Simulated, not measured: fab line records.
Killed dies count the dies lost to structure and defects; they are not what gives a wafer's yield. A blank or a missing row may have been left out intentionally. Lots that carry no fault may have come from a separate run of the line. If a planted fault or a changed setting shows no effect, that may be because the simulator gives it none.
fab line records + flow nandHarc
record
- lots=7
- wafers=18
- lastDay=24
route steps=1159 shown A_WL_FILL@817 END@1159
lots that met no fault: taken from a fault-free run of the same line
startH: hours from the record's opening day to when the first of the lot's shown wafers began + waitH: time in hours since the lot's previous step + " unchanged from the row above + L1.1+2: a single row standing in for several wafers + - either no value or no given start + * or withheld: withheld + < > ~ a bound
route shown NAME@n: NAME is a module with steps in the file, n the number in the route of the first one + usual: average and standard deviation across the fault-free wafers + same: alike in all rows + chamber/n: place in a boat + sites: per-site readings + _std_site: standard deviation of those values + _edge_site: mean of outer sites minus mean of inner sites + radiusMm: how far each site lies from the wafer's centre + mask NAME#n: copy n + behind: the tool/chamber that last shaped the wafer + hold: the reason the lot was held/the length of the hold in hours/how it ended + device: transistor that didn't switch, given as n, p or np + end of line: the same wafers' tests at the end of the route + a step with no rows: only its recipe + killed: dies lost to structure and defects at the first sort, not the wafer's yield + map: a wafer's dies, marking killed ones x, the rest . and places with no die _
set.NAME: the setting the step ran with; set.NAME@STEP: the setting that earlier step ran with + model.NAME: the simulator's own value behind a step, which no gauge read
lots at selected steps of the route; one table per step, one row per wafer
services: the hour from which a tool's chamber was out of use, counted from the record's first day as startH (under 0 if before that day), plus the number of hours and why
## steps
# step NHARC_A_WL_FILL_STRIP_28
# recipe
- timeS=1200
- tempC=72.5
- chemistry=postEtchResidueRemover
# step NHARC_A_WL_FILL_PRECLEAN_06
# recipe
- timeS=300
- chemistry=DIW
# step NHARC_A_WL_FILL_SRD_07
# step NHARC_A_WL_FILL_ANNEAL_08
# recipe
- tempC=450
- timeS=1800
# step NHARC_A_WL_FILL_ALD_10
# recipe
- targetThkA=500
- pulseTimeS=10
- aldCycles=500
- tempC=300
- material=SiO2
# usual
- heaterPowerW=477/51
- precursorPulseHeightRel=1.004/0.02
| lot.wafer | tool     | chamber | startH | waitH | heaterPowerW | precursorPulseHeightRel |
|-----------|----------|---------|--------|-------|--------------|-------------------------|
| L771.2    | aldHk-01 | 3       | 357.30 | 0.6   | 520          | 1.005                   |
| L771.4    | "        | 0       | "      | "     | 450          | 1.016                   |
| L771.5    | "        | 2       | 358.83 | 2.1   | 516          | 0.997                   |
| L777.2    | aldHk-04 | 1       | 390.67 | 0.1   | 363          | 1.028                   |
| L777.5    | "        | 1       | 392.72 | 2.1   | 364          | 0.982                   |
| L777.6    | "        | 2       | "      | "     | 523          | 1.030                   |
| L774.2    | aldHk-01 | 0       | 392.22 | 1.6   | 437          | 0.979                   |
| L774.6    | "        | 1       | "      | "     | 451          | 1.004                   |
| L774.5    | "        | 2       | "      | "     | 507          | 0.987                   |
| L782.3    | aldHk-04 | 0       | 437.20 | 0.8   | 533          | 1.044                   |
| L782.6    | "        | 0       | 439.27 | 2.9   | 528          | 0.995                   |
| L784.1    | aldHk-03 | 3       | 448.87 | 0.6   | 539          | 1.015                   |
| L784.3    | "        | 1       | 449.89 | 1.6   | 423          | 1.012                   |
| L787.4    | aldHk-03 | 1       | 452.11 | 0.6   | 410          | 0.976                   |
| L787.1    | "        | 2       | "      | "     | 493          | 1.005                   |
| L787.5    | "        | 1       | 454.20 | 2.7   | 432          | 1.002                   |
| L786.3    | aldHk-04 | 0       | 467.34 | 0.1   | 529          | 0.989                   |
| L786.1    | "        | 3       | 468.88 | 1.6   | 452          | 0.988                   |
# step NHARC_A_WL_FILL_ETCHBACK_16
# recipe
- targetDepthA=880
- timeS=17.6
- c4f8FlowSccm=withheld
- o2FlowSccm=8
- arFlowSccm=withheld
- rfW=600
- biasW=800
- chemistry=C4F8/O2/Ar
# usual
- oesProductAu=0.987/0.023
- rfFwdPowerW=587.0/2.8
- rfVppV=723/4.4
- runLengthS=38.9/0.45
| lot.wafer | tool       | chamber | startH | waitH | oesProductAu | rfFwdPowerW | rfHoursCounterH | rfVppV | runLengthS |
|-----------|------------|---------|--------|-------|--------------|-------------|-----------------|--------|------------|
| L771.2    | rieDiel-08 | 0       | -      | -     | 0.950        | 586.2       | 1.9             | 726    | 39.1       |
| L771.4    | "          | 1       | "      | "     | 0.971        | 585.1       | 1.9             | 728    | 38.2       |
| L771.5    | "          | 2       | "      | "     | 0.958        | 592.9       | -               | 727    | 38.1       |
| L777.2    | rieDiel-12 | 1       | -      | -     | 0.988        | 587.9       | 0.1             | 723    | 39.8       |
| L777.6    | "          | 1       | "      | "     | 0.982        | 586.7       | -               | 723    | 39.1       |
| L777.5    | "          | 2       | "      | "     | 0.986        | 590.4       | -               | 721    | 38.7       |
| L774.2    | rieDiel-06 | 2       | -      | -     | 1.006        | 585.7       | 5.6             | 716    | 38.4       |
| L774.6    | "          | 0       | "      | "     | 1.019        | 585.7       | -               | 722    | 38.9       |
| L774.5    | "          | 1       | "      | "     | 1.000        | 585.2       | -               | 718    | 39.2       |
| L782.3    | rieDiel-08 | 1       | -      | -     | 0.997        | 585.6       | 7.2             | 728    | 38.2       |
| L782.6    | "          | 0       | "      | "     | 0.985        | 582.2       | -               | 726    | 39.1       |
| L784.3    | rieDiel-08 | 3       | -      | -     | 1.013        | 585.4       | 8.6             | 717    | 39.1       |
| L784.1    | "          | 0       | "      | "     | 0.988        | 585.5       | 7.7             | 727    | 39.2       |
| L787.4    | rieDiel-08 | 1       | -      | -     | 1.007        | 584.2       | 8.0             | 729    | 38.5       |
| L787.1    | "          | 3       | "      | "     | 1.013        | 589.0       | 8.6             | 719    | 38.8       |
| L787.5    | "          | 2       | "      | "     | 0.991        | 592.0       | -               | 728    | 38.2       |
| L786.1    | rieDiel-12 | 1       | -      | -     | 0.979        | 590.1       | 1.9             | 723    | 39.0       |
| L786.3    | "          | 2       | "      | "     | 0.980        | 586.0       | 1.9             | 722    | 38.7       |
# step NHARC_A_WL_FILL_STRIP_29
# recipe
- timeS=20
- o2FlowSccm=500
- arFlowSccm=0
- biasW=0
- chemistry=O2
# usual
- drypumpMotorCurrentA=6.0/0.55
- o2FlowSccm=499.9/1.4
- oesProductAu=0.996/0.0097
- rfVppV=57.8/0.89
- showerheadPlenumPTorr=3.53/0.15
- throttleValvePct=17.037/0.0083
| lot.wafer | tool       | chamber | startH | waitH | drypumpMotorCurrentA | o2FlowSccm | oesProductAu | rfHoursCounterH | rfVppV | showerheadPlenumPTorr | throttleValvePct |
|-----------|------------|---------|--------|-------|----------------------|------------|--------------|-----------------|--------|-----------------------|------------------|
| L771.4    | rieDiel-08 | 0       | 361.50 | 0.1   | 6.4                  | 502.3      | 0.997        | 1.9             | 58.1   | 3.68                  | 17.021           |
| L771.2    | "          | 2       | "      | "     | 5.7                  | 499.5      | 0.981        | 2.3             | 58.1   | 3.66                  | 17.037           |
| L771.5    | "          | 0       | "      | "     | 6.4                  | 499.8      | 0.990        | -               | 58.0   | 3.68                  | 17.038           |
| L777.2    | rieDiel-12 | 2       | 395.40 | 0.1   | 6.6                  | 499.4      | 0.975        | 0.1             | 57.7   | 3.48                  | 17.045           |
| L777.5    | "          | 3       | "      | "     | 5.3                  | 497.9      | 0.988        | -               | 57.6   | 3.41                  | 17.040           |
| L777.6    | "          | 0       | "      | "     | 6.7                  | 502.0      | 1.012        | -               | 56.9   | 3.34                  | 17.040           |
| L774.2    | rieDiel-06 | 1       | 395.42 | 0.1   | 4.8                  | 500.3      | 0.995        | 6.0             | 57.6   | 3.31                  | 17.044           |
| L774.5    | "          | 1       | "      | "     | 4.8                  | 499.3      | 1.000        | -               | 57.3   | 3.31                  | 17.047           |
| L774.6    | "          | 2       | "      | "     | 6.1                  | 501.2      | 0.983        | -               | 56.9   | 3.31                  | 17.040           |
| L782.3    | rieDiel-08 | 3       | 441.45 | 0.1   | 5.6                  | 499.7      | 1.002        | 7.6             | 56.8   | 3.35                  | 17.050           |
| L782.6    | "          | 3       | "      | "     | 5.6                  | 502.6      | 1.001        | -               | 56.1   | 3.35                  | 17.040           |
| L784.1    | rieDiel-08 | 2       | 453.07 | 0.1   | 5.7                  | 499.8      | 0.997        | 8.9             | 59.0   | 3.66                  | 17.041           |
| L784.3    | "          | 3       | "      | "     | 5.6                  | 496.7      | 1.002        | 8.6             | 56.7   | 3.35                  | 17.038           |
| L787.4    | rieDiel-08 | 2       | 456.36 | 0.1   | 5.7                  | 501.2      | 0.974        | 8.9             | 59.3   | 3.66                  | 17.047           |
| L787.1    | "          | 0       | "      | "     | 6.4                  | 498.9      | 0.983        | 7.8             | 58.2   | 3.67                  | 17.054           |
| L787.5    | "          | 2       | "      | "     | 5.7                  | 499.1      | 0.985        | -               | 58.0   | 3.66                  | 17.038           |
| L786.3    | rieDiel-12 | 2       | 472.07 | 0.1   | 6.6                  | 500.8      | 0.976        | 1.9             | 58.4   | 3.48                  | 17.048           |
| L786.1    | "          | 3       | "      | "     | 5.3                  | 499.0      | 0.986        | 1.9             | 55.8   | 3.41                  | 17.047           |
# step NHARC_A_WL_FILL_ETCHBACK_17
# recipe
- targetDepthA=40
- timeS=26.7
- chemistry=Cl2/BCl3
# usual
- drypumpMotorCurrentA=5.7/0.39
- heBacksideLeakSccm=3.38/0.25
- oesProductAu=1.001/0.012
- runLengthS=47.8/0.3
| lot.wafer | tool        | chamber | startH | waitH | drypumpMotorCurrentA | heBacksideLeakSccm | oesProductAu | rfHoursCounterH | runLengthS |
|-----------|-------------|---------|--------|-------|----------------------|--------------------|--------------|-----------------|------------|
| L771.2    | rieMetal-01 | 1       | 361.60 | -     | 6.0                  | 3.31               | 0.999        | 0.8             | 47.8       |
| L771.4    | "           | 0       | "      | "     | 6.0                  | 3.35               | 0.994        | -               | 48.1       |
| L771.5    | "           | 0       | "      | "     | 6.0                  | 3.78               | 0.979        | -               | 47.7       |
| L777.2    | rieMetal-03 | 0       | 395.47 | -     | 5.6                  | 3.70               | 1.000        | 3.3             | 47.9       |
| L777.5    | "           | 0       | "      | "     | 5.6                  | 3.77               | 1.010        | -               | 48.0       |
| L777.6    | "           | 1       | "      | "     | 6.0                  | 2.95               | 0.988        | -               | 47.7       |
| L774.2    | rieMetal-01 | 1       | 395.53 | -     | 6.0                  | 3.30               | 1.009        | 1.8             | 47.8       |
| L774.5    | "           | 0       | "      | "     | 6.0                  | 3.51               | 1.020        | -               | 47.6       |
| L774.6    | "           | 1       | "      | "     | 6.0                  | 3.33               | 1.017        | -               | 47.7       |
| L782.3    | rieMetal-03 | 0       | 441.57 | -     | 5.6                  | 3.64               | 0.990        | -               | 48.2       |
| L782.6    | "           | 1       | "      | "     | 6.0                  | 3.23               | 0.985        | -               | 47.8       |
| L784.1    | rieMetal-01 | 0       | 453.15 | -     | 6.0                  | 3.36               | 1.034        | 3.6             | 48.0       |
| L784.3    | "           | 1       | "      | "     | 6.0                  | 3.23               | 1.006        | -               | 47.6       |
| L787.1    | rieMetal-01 | 0       | 456.44 | -     | 6.0                  | 3.34               | 1.021        | 3.6             | 47.8       |
| L787.4    | "           | 0       | "      | "     | 6.0                  | 3.43               | 1.028        | -               | 47.4       |
| L787.5    | "           | 0       | "      | "     | 6.0                  | 3.39               | 1.025        | -               | 48.3       |
| L786.1    | rieMetal-01 | 1       | 472.17 | -     | 6.0                  | 3.21               | 0.994        | 4.1             | 47.6       |
| L786.3    | "           | 1       | "      | "     | 6.0                  | 3.25               | 0.997        | -               | 48.2       |
# step NHARC_A_WL_FILL_PRECLEAN_18
# recipe
- timeS=30
- chemistry=dHF
# step NHARC_A_WL_FILL_SRD_21
# step NHARC_A_WL_FILL_CVD_23
# recipe
- targetThkA=400
- tempC=620
- pressureMtorr=200
- timeS=800
- material=poly-Si
# step NHARC_A_WL_FILL_ETCHBACK_26
# recipe
- targetDepthA=520
- timeS=13.3
- hbrFlowSccm=150
- rfW=350
- icpW=350
- biasW=60
- chemistry=HBr
# usual
- drypumpMotorCurrentA=5.8/0.48
- heBacksideLeakSccm=2.66/0.24
- oesProductAu=1.000/0.01
- rfFwdPowerW=342.7/1.8
- runLengthS=34.4/0.38
- throttleValvePct=23.265/0.0094
| lot.wafer | tool     | chamber | startH | waitH | drypumpMotorCurrentA | heBacksideLeakSccm | oesProductAu | rfFwdPowerW | rfHoursCounterH | runLengthS | throttleValvePct |
|-----------|----------|---------|--------|-------|----------------------|--------------------|--------------|-------------|-----------------|------------|------------------|
| L771.4    | rieSi-05 | 0       | 366.77 | 0.4   | 6.1                  | 2.39               | 0.985        | 344.8       | 1.2             | 34.0       | 23.273           |
| L771.2    | "        | 2       | "      | "     | 5.3                  | 2.37               | 1.002        | 342.2       | 0.8             | 34.5       | 23.256           |
| L771.5    | "        | 0       | "      | "     | 6.2                  | 2.36               | 0.986        | 345.7       | -               | 34.2       | 23.264           |
| L777.2    | rieSi-06 | 2       | 400.69 | 0.4   | 5.8                  | 2.92               | 1.007        | 342.0       | 0.2             | 35.1       | 23.265           |
| L777.6    | "        | 1       | "      | "     | 4.9                  | 2.88               | 1.006        | 343.5       | -               | 34.3       | 23.274           |
| L777.5    | "        | 2       | "      | "     | 5.8                  | 2.96               | 1.000        | 342.5       | -               | 34.5       | 23.255           |
| L774.2    | rieSi-05 | 0       | 400.71 | 0.4   | 6.2                  | 2.08               | 0.982        | 348.1       | 1.4             | 34.4       | 23.244           |
| L774.6    | "        | 1       | "      | "     | 5.9                  | 2.51               | 1.005        | 342.6       | -               | 34.9       | 23.248           |
| L774.5    | "        | 2       | "      | "     | 5.3                  | 2.32               | 1.001        | 341.8       | -               | 34.5       | 23.252           |
| L782.3    | rieSi-06 | 1       | 446.93 | 0.4   | 4.9                  | 3.07               | 0.988        | -           | 0.5             | 30.9       | 23.262           |
| L782.6    | "        | 0       | "      | "     | 5.5                  | 2.75               | 0.995        | 340.5       | -               | 34.2       | 23.266           |
| L784.3    | rieSi-06 | 0       | 458.33 | 0.4   | 5.5                  | 2.83               | 1.002        | -           | 0.4             | 30.8       | 23.269           |
| L784.1    | "        | 1       | "      | "     | 4.9                  | 3.08               | 0.999        | 341.2       | 0.7             | 33.8       | 23.257           |
| L787.4    | rieSi-01 | 1       | 461.66 | 0.4   | 6.6                  | 2.88               | 0.998        | 341.1       | 1.1             | 34.0       | 23.274           |
| L787.1    | "        | 2       | "      | "     | 6.1                  | 3.03               | 1.019        | 346.1       | 1.0             | 34.5       | 23.253           |
| L787.5    | "        | 2       | "      | "     | 6.1                  | 2.72               | 1.019        | 344.4       | -               | 34.6       | 23.281           |
| L786.1    | rieSi-06 | 1       | 477.22 | 0.4   | 4.9                  | 3.20               | 1.007        | 340.8       | 0.8             | 34.7       | 23.250           |
| L786.3    | "        | 2       | "      | "     | 5.8                  | 2.93               | 1.006        | -           | 0.7             | 31.5       | 23.281           |
# step NHARC_A_WL_FILL_PRECLEAN_30
# recipe
- timeS=10
- chemistry=dHF
# step NHARC_END_SORT_01
# recipe
- tempC=25
# usual
- killedAtArray=25/9.2
- killedAtOther=0.9/1.3
- killedAtPeriphery=3.3/2.3
- killedDies=29/9.6
- killedOpen=3.2/1.8
- killedShort=2/1.4
# same
- grossDies=677
| lot.wafer | tool      | chamber | startH | waitH | killedAtArray | killedAtOther | killedAtPeriphery | killedDies | killedOpen | killedShort |
|-----------|-----------|---------|--------|-------|---------------|---------------|-------------------|------------|------------|-------------|
| L774.5    | prober-01 | 0       | 478.65 | 3.7   | 35            | 1             | 4                 | 40         | 7          | 1           |
| L774.6    | prober-01 | 0       | 479.44 | 4.0   | 16            | 0             | 8                 | 24         | 5          | 2           |
# killed by level:class
L774.5 A_CHANNEL_HOLE_D1:chamberFilmFlake=23 A_STAIRCASE:chamberFilmFlake=6 A_M0:geometricParticle:open=2 A_CONTACT:chamberFilmFlake=2 P_CONTACT:geometricParticle:open=1 P_M0:geometricParticle:open=1 P_M1:geometricParticle:open=1 A_ONON_D1:geometricParticle:open=1
L774.6 A_CHANNEL_HOLE_D1:chamberFilmFlake=9 P_STI:chamberFilmFlake=3 A_WL_FILL:geometricParticle:open=2 P_GATE:chamberFilmFlake=2 P_STI:geometricParticle:short=1 P_M0:geometricParticle:open=1 A_ONON_D1:geometricParticle:short=1 A_CHANNEL_FILL_D1:geometricParticle:open=1
## services
| tool        | chamber | startH | hours | kind   |
|-------------|---------|--------|-------|--------|
| rieSi-06    | 1       | 337.55 | 8.9   | repair |
| rieDiel-06  | 0       | 347.54 | 28.0  | repair |
| rieDiel-12  | 3       | 357.84 | 4.8   | repair |
| rieDiel-06  | 2       | 359.52 | 9.2   | repair |
| rieSi-06    | -       | 360.00 | 9.0   | pm     |
| rieSi-05    | 1       | 372.88 | 5.2   | repair |
| rieDiel-06  | -       | 379.23 | 0.7   | repair |
| rieDiel-12  | -       | 379.40 | 9.0   | pm     |
| rieSi-06    | 3       | 392.61 | 3.0   | repair |
| rieDiel-06  | 3       | 393.27 | 5.8   | repair |
| rieSi-06    | 0       | 404.86 | 10.7  | repair |
| aldHk-01    | -       | 406.00 | 10.0  | pm     |
| rieMetal-03 | -       | 408.25 | 0.2   | repair |
| rieDiel-06  | 3       | 414.76 | 2.9   | repair |
| rieSi-05    | -       | 416.06 | 9.0   | pm     |
| rieDiel-06  | -       | 418.33 | 9.0   | pm     |
| rieDiel-08  | 1       | 419.73 | 3.0   | repair |
| rieSi-06    | 3       | 426.53 | 1.5   | repair |
| rieDiel-06  | -       | 429.95 | 0.6   | repair |
| rieSi-06    | 2       | 444.97 | 18.6  | repair |
| rieMetal-03 | -       | 446.66 | 0.3   | repair |
| rieDiel-08  | 1       | 451.01 | 3.7   | repair |
| rieMetal-03 | -       | 453.00 | 9.0   | pm     |
| rieDiel-12  | 3       | 457.22 | 3.3   | repair |
## key
firstSign
- step=NHARC_A_WL_FILL_ETCHBACK_26
- reading=runLengthS
- direction=down
- sigmas=8.6
- usual=*
- struck=*
effect none on later readings
metAt NHARC_A_WL_FILL_ETCHBACK_26
struckWafers L782.3,L784.3,L786.3
testerLeftOut L782,L784,L786
onsetBetween 400.69 446.93
fault
- kind=processParameterDrift
- tool=rieSi-06
- chamber=-
- onsetH=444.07
- steps=NHARC_A_WL_FILL_ETCHBACK_26
- channel=timeS
- offset=*
- shape=step
- endH=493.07
- scope=struckWafersOnly
- actsIn=*
- stated=*
# testerLeftOut: of these lots the tester's yield and bins aren't shown, on N5 and GAA mostly nor the transistor test; their killed dies are dies lost to structure and defects alone, not to doping, threshold or leakage, so they don't give the yield
